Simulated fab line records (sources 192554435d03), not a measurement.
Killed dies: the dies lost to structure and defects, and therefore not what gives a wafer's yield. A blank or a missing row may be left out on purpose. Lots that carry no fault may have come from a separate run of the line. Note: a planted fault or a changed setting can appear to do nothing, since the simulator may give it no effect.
fab line records | flow n5Finfet
record: lots: 3 wafers: 9 lastDay: 17
route steps=1938 shown BEOL_M13@1682 BEOL_M14@1716 PASSIVATION@1936
lots untouched by any fault: they come from a run of this same line in which no faults occurred
startH: hours from the record's first day to the start of the lot's first wafer shown | waitH: hours elapsed since this lot's preceding step | " identical to the entry in the row above | L1.1+2: one row covering several wafers at once | - either no value or no given start | * or withheld: withheld | < > ~ a bound
route shown NAME@n: a module of which the file shows steps, and the number in the route of the first | usual: the fault-free wafers' mean and standard deviation | same: alike in all rows | chamber/n: place in a boat | sites: per-site readings | _std_site: the values' standard deviation | _edge_site: mean of outer sites minus mean of inner sites | radiusMm: how far each site lies from the wafer's centre | mask NAME#n: copy n | behind: tool/chamber where the wafer was last shaped | hold: the reason the lot was held/the length of the hold in hours/how it ended | device: which transistor (n, p or np) failed to switch | end of line: at the end of the route, the tests of the same wafers | a step without rows: its recipe alone | killed: at the first sort, the dies lost to defects and structure; wafer yield is something else | map: a wafer's dies, marking killed ones x, the rest . and places with no die _
set.NAME: setting as actually run; set.NAME@STEP: the setting as run at that earlier step | model.NAME: the simulator's own value behind a step, which no gauge read
a table for each step, a row for each wafer; lots at some steps of the route
services: a tool's chamber out of use, with start hour (startH, from the record's first day; less than 0 if before it), hours out, and reason
== steps ==
step: N5_BEOL_M13_COAT_22
recipe: spinRpm: 2888 resistThkNm: 300
step: N5_BEOL_M13_EBR_24
recipe: solvent: PGMEA ebrWidthMm: 1.5
step: N5_BEOL_M13_SOFTBAKE_23
recipe: tempC: 130 timeS: 60
step: N5_BEOL_M13_EXPOSE_25
recipe: maskId: M13 na: 0.93 sourceShape: conventional sigmaOuter: 0.4 polarization: unpolarized targetCdNm: 210 doseMj: 22
step: N5_BEOL_M13_PEB_26
recipe: pebTempC: 130 pebTimeS: 90
step: N5_BEOL_M13_DEVELOP_27
recipe: developTimeS: 45 rinseLiquid: diw dry: airSpin devTempC: 21
step: N5_BEOL_M13_HARDBAKE_32
recipe: tempC: 130 timeS: 120
step: N5_BEOL_M13_DESCUM_33
recipe: chemistry: O2 timeS: 7.9 sourcePowerW: 50 biasPowerW: 20 pressureMtorr: 20 rfFrequencyHz: 2.712e+07 tempC: 40 o2FlowSccm: 225
step: N5_BEOL_M13_ETCH_67
recipe: chemistry: CF4 target: SiARC targetDepthA: 1430 timeS: 238.3 ionEnergyEv: 80 pressureMtorr: 40 sourceW: 545 biasW: 36 Ar_flow_sccm: 100 cf4FlowSccm: 100 ends: cleared
step: N5_BEOL_M13_ETCH_68
recipe: chemistry: N2/H2 target: SOC maskMaterial: SiARC sourceW: 3000 biasW: 350 tempC: 40 timeS: 355 ionEnergyEv: 200 pressureMtorr: 30 n2FlowSccm: 200 h2FlowSccm: 200
usual: chamberPressureMTorr: 29.995/0.028 drypumpMotorCurrentA: 5.5/0.42 n2FlowSccm: 200.0/0.67 oesProductAu: 0.78/0.076 rfVppV: 523.8/2.2 showerheadPlenumPTorr: 2.53/0.078 throttleValvePct: 17.79/0.19
columns lot.wafer tool chamber startH waitH chamberPressureMTorr drypumpMotorCurrentA n2FlowSccm oesProductAu rfHoursCounterH rfVppV showerheadPlenumPTorr throttleValvePct
L281.1 rieDiel-05 3 329.64 0.1 30.032 5.8 200.6 0.70 187 522.7 2.53 17.89
L281.2 " 1 " " 30.000 5.8 199.7 0.70 210 522.2 2.42 17.68
L281.3 " 0 " " 29.973 4.8 200.1 0.95 8 525.9 2.61 17.66
L288.2 rieDiel-05 3 353.19 0.1 29.959 5.9 200.1 0.70 194 523.8 2.52 17.89
L288.3 " 0 " " 29.981 4.8 200.3 0.92 15 525.1 2.60 17.68
L288.5 " 2 " " 30.024 6.1 200.1 0.73 - 523.8 2.53 17.77
L295.4 rieDiel-03 2 379.72 0.1 29.994 5.4 199.4 0.82 79 522.4 2.46 17.77
L295.5 " 0 " " 30.023 5.6 200.4 0.69 - 523.7 2.50 17.64
L295.6 " 3 " " 29.954 6.2 200.8 0.75 - 522.2 2.45 17.76
step: N5_BEOL_M13_STRIP_69
recipe: chemistry: N2/H2 tempC: 40 n2FlowSccm: 200 h2FlowSccm: 200 rfFrequencyHz: 6e+07
step: N5_BEOL_M13_TRENCH_ETCH_34
recipe: chemistry: C4F8/O2/Ar target: SiOC targetDepthA: 4134.7 maskMaterial: SOC pressureMtorr: 30 sourceW: 3000 biasW: 700 Ar_flow_sccm: 400 C4F8_flow_sccm: 15 O2_flow_sccm: 8 heInnerTorr: 15 heOuterTorr: 30 timeS: 162.6 ionEnergyEv: 250
step: N5_BEOL_M13_STRIP_70
recipe: chemistry: C4F8/O2/Ar resist: SiARC rfFrequencyHz: 6e+07
step: N5_BEOL_M13_STRIP_37
recipe: chemistry: N2/H2 powerW: 1000 tempC: 250 h2Frac: 0.65 overashFraction: 0.3 pressureMtorr: withheld n2FlowSccm: 1750 h2FlowSccm: 3250
step: N5_BEOL_M13_ETCH_38
recipe: chemistry: CF4/N2 target: SiCN targetDepthA: 675 taperDeg: 2 timeS: 71.9 ionEnergyEv: 150 maskMaterial: SiO2 pressureMtorr: 40 sourceW: 430 biasW: 70 Ar_flow_sccm: 100 cf4FlowSccm: 60 n2FlowSccm: 60
step: N5_BEOL_M13_PRECLEAN_39
recipe: chemistry: residueRemover timeS: 60 tempC: 40
step: N5_BEOL_M13_SRD_40
recipe: timeS: 30 tempC: 23 rinseLiquid: diw dry: n2Spin spinRpm: 1500 dryTimeS: 30
step: N5_BEOL_M13_DEGAS_41
recipe: ambient: vacuum tempC: 250 timeS: 60
step: N5_BEOL_M13_PRE_CLEAN_42
recipe: gas: H2/He timeS: 30 tempC: 250
step: N5_BEOL_M13_SPUTTER_43
recipe: material: TaN targetThkA: 150 tempC: 50 biasV: 168.6 powerW: 15000 chamberPressurePa: 0.12 timeS: 24.19
step: N5_BEOL_M13_SPUTTER_44
recipe: material: Ta targetThkA: 100 tempC: 50 biasV: 80 powerW: 15000 chamberPressurePa: 0.07 timeS: 16.13
step: N5_BEOL_M13_SPUTTER_45
recipe: material: Cu targetThkA: 800 tempC: -20 biasV: 60 powerW: 26000 chamberPressurePa: 0.13 timeS: 13.33
step: N5_BEOL_M13_ECD_47
recipe: material: Cu targetThkA: 9360
step: N5_BEOL_M13_ANNEAL_48
recipe: tempC: 225 timeS: 90 ambient: N2
step: N5_BEOL_M13_CMP_49
recipe: stopOn: SiOC tOverpolishS: 17.1 downForcePsi: 1 platenRpm: 50 clearingPlatenDownForcePsi: 1.5 clearingPlatenRpm: 50 postCmpClean: cuAlkaline targetThkNm: 420 clearingPlatenPadVelocityMS: 0.99484 padVelocityMS: 0.99484
step: N5_BEOL_M13_PRE_CLEAN_52
recipe: gas: NH3 timeS: 15 tempC: withheld rfPowerW: 300
step: N5_BEOL_M13_DEP_53
recipe: material: SiCN targetThkA: 500 tempC: withheld precursor: 3MS/NH3 pressureTorr: 3 rfW: 675 timeS: 17.8
step: N5_BEOL_M14_ILD_DEP_00
recipe: material: SiO2 targetThkA: 11193 tempC: 400 precursor: TEOS/O2 pressureTorr: 6.5 rfW: 900 teosFlowSccm: 161.4 gas: O2 flowSccm: 2650 timeS: 237.4
step: N5_BEOL_M14_COAT_58
recipe: resist: BARC tempC: 205 timeS: 60 spinRpm: 1500 resistThkNm: 89
step: N5_BEOL_M14_COAT_04
recipe: spinRpm: 1704 resistThkNm: 800
step: N5_BEOL_M14_EBR_06
recipe: solvent: PGMEA ebrWidthMm: 1.5
step: N5_BEOL_M14_SOFTBAKE_05
recipe: tempC: 130 timeS: 60
step: N5_BEOL_M14_EXPOSE_07
recipe: maskId: V13 na: 0.8 sourceShape: annular sigmaInner: 0.5 sigmaOuter: 0.8 polarization: unpolarized attpsmPhaseDeg: 180 doseMj: 57
step: N5_BEOL_M14_PEB_08
recipe: pebTempC: 130 pebTimeS: 90
step: N5_PASSIVATION_PROBE_49
usual: defectLimitedYield: 91.5/1.4 killed_at_M0_to_M3: 32/9.8 killed_at_M4_up: 13/5.3 killedAtContacts: 13/6.4 killedAtFrontEnd: 39/10 killedAtOther: 3.1/2.5 killedDies: 100/17 killedOnRim: 13/3.9 killedOpen: 65/13 killedShort: 33/7.7 sort_bin_5_function: 5.0/0.93 sort_bin_6_memory: 3.2/0.69 sortNPass: 1080/17 sortYieldPct: 91.5/1.4
same: grossDies: 1180 killedAtBackSide: 0 sort_bin_4_leakage[%]: 0 sort_bin_8_speed[%]: 0
columns lot.wafer tool chamber startH waitH defectLimitedYield[%] killed_at_M0_to_M3 killed_at_M4_up killedAtContacts killedAtFrontEnd killedAtOther killedDies killedOnRim killedOpen killedShort sort_bin_5_function[%] sort_bin_6_memory[%] sortNPass sortYieldPct[%]
L288.2 prober-02 - 381.58 0.1 85.7 20 59 14 76 0 169 33 82 35 7.3 4.8 1011 85.7
L288.3 prober-02 - 381.63 0.1 90.8 36 4 9 56 3 108 11 65 42 6.2 2.5 1072 90.8
L288.5 prober-02 - 381.73 0.2 91.6 18 9 10 60 2 99 13 61 38 5.3 2.7 1081 91.6
killed by level:class
L288.2 BEOL_M13:unspecified=52 FIN_SAQP:geometricParticle:open=31 STI_FIN_REVEAL:geometricParticle:open=15 FIN_SAQP:geometricParticle:short=11 MOL_CONTACT_COAG:geometricParticle:open=9 BEOL_M0_SAQP:geometricParticle:open=6 MOL_CONTACT_COAG:geometricParticle:short=5 BEOL_M0_SAQP:geometricParticle:short=4
L288.3 BEOL_M0_SAQP:geometricParticle:open=14 BEOL_M0_SAQP:geometricParticle:short=13 STI_FIN_REVEAL:geometricParticle:open=12 FIN_SAQP:geometricParticle:short=11 FIN_SAQP:geometricParticle:open=9 GATE_CUT:geometricParticle:open=6 DUMMY_GATE:geometricParticle:open=5 MOL_CONTACT_COAG:geometricParticle:open=5
L288.5 FIN_SAQP:geometricParticle:open=21 FIN_SAQP:geometricParticle:short=14 BEOL_M0_SAQP:geometricParticle:short=8 STI_FIN_REVEAL:geometricParticle:open=7 MOL_CONTACT_COAG:geometricParticle:open=7 GATE_CUT:geometricParticle:short=5 BEOL_M0_SAQP:geometricParticle:open=4 GATE_CUT:geometricParticle:open=3
map L288.2 (x killed, . not)
_________________.......x....________________
______________.................._____________
___________...x....................__________
__________.....xxx.x................_________
________..........x..x.x.x...x..x....._______
_______x.x.x...........................______
______.x.....x......xx..........x...x..._____
_____.........x.........................x____
____...............x.....x.x...x......x...___
___........x.............x.x.......x......x__
___..x.............x............xx.x..x.x..__
__...x..................x.......x..........._
__...x.......xx.....xxx................x...x_
_x.................x....x.........x........x.
_...............x.............x.....x........
_...xx.x..x..................................
_...x......x..........x..........x...........
_...x.......xx.............x.................
_......................................x..x.x
_.........................................x..
_......x............x..............x.......x.
__............x.....x..............x.....x.._
__.........x.........x..x................x.._
___......xx......x.........xxx....x........__
___.........x..........x.x...............x.__
____.......x.xx...x.x....x...............x___
_____.x.....x......x.....x..............x____
______..............x......x............_____
_______...............x....x.x.........______
________...............x..xxx.x......x_______
__________...........xxxxxxxxx.xxx.x_________
___________..........xxxxxxxxxxxx..__________
______________....x.xxxxxxxxxxxx_____________
_________________x..xxxxxxxxx________________
map L281.1 (x killed, . not)
_________________..........x.________________
______________...xx...x........._____________
___________.........x....x....x....__________
__________x...x....x.........x..x..._________
________.......................xx....._______
_______.....x..x...xx........x.....x...______
______.....x..................x........._____
_____....x...x...............x...........____
____.....x......x....x...x........x.....x.___
___.....x......x....x..............x..x....__
___...........x.x..........x.........x....x__
__........x............x.xx.x...x..........._
__...x..........xx.......x.........xxx..x..._
_..................................xx........
_........x...............x......x......x.....
_.........x..x.x................x............
_...xx.......x.......x.....x....x........x...
_.....x.......x..........x.x.................
_....x.x..........x.x....x..x.....x...x......
_..........x............x..x.....x.x....x....
_.......x.........x....x...x..x..............
__...x...x........................x........._
__..............x......x.....x.............._
___....xx......x..........x..x.............__
___............x.....x.......x......x......__
____..xx......x...x....xxx.....x.xxx..x...___
_____x.........x....x..x........x........____
______...............x.......x.......x.._____
_______.................x....x.........______
________......................x......x_______
__________..x....x.x...........x..x._________
___________......x...............x.__________
______________..x.x..x.........._____________
_________________......x...x.________________
== services ==
columns tool chamber startH hours kind
rieDiel-03 1 323.78 - clean
rieDiel-03 1 323.78 - consumableReplace:focusRing
rieDiel-03 1 323.78 14.6 scheduledDown
rieDiel-03 1 323.78 14.6 ventCycle
rieDiel-03 0 340.47 4.7 repair
== key ==
firstSign: step: N5_PASSIVATION_PROBE_49 reading: killed_at_M4_up direction: up sigmas: 8.8 usual: 13 struck: 59
effect: step: N5_PASSIVATION_PROBE_49 reading: killedDies direction: up sigmas: 4.2 usual: 100 struck: 169
moreKillsBornAt: N5_BEOL_M13_ETCH_68@rieDiel-05: 52
metAt N5_BEOL_M13_ETCH_68
struckWafers L288.2
onsetBetween 329.64 353.19
fault: kind: chamberParticleSource tool: rieDiel-05 chamber: 3 onsetH: 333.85 steps: N5_BEOL_M13_ETCH_68 ratePerVisitCm2: 0.94693 endH: 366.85
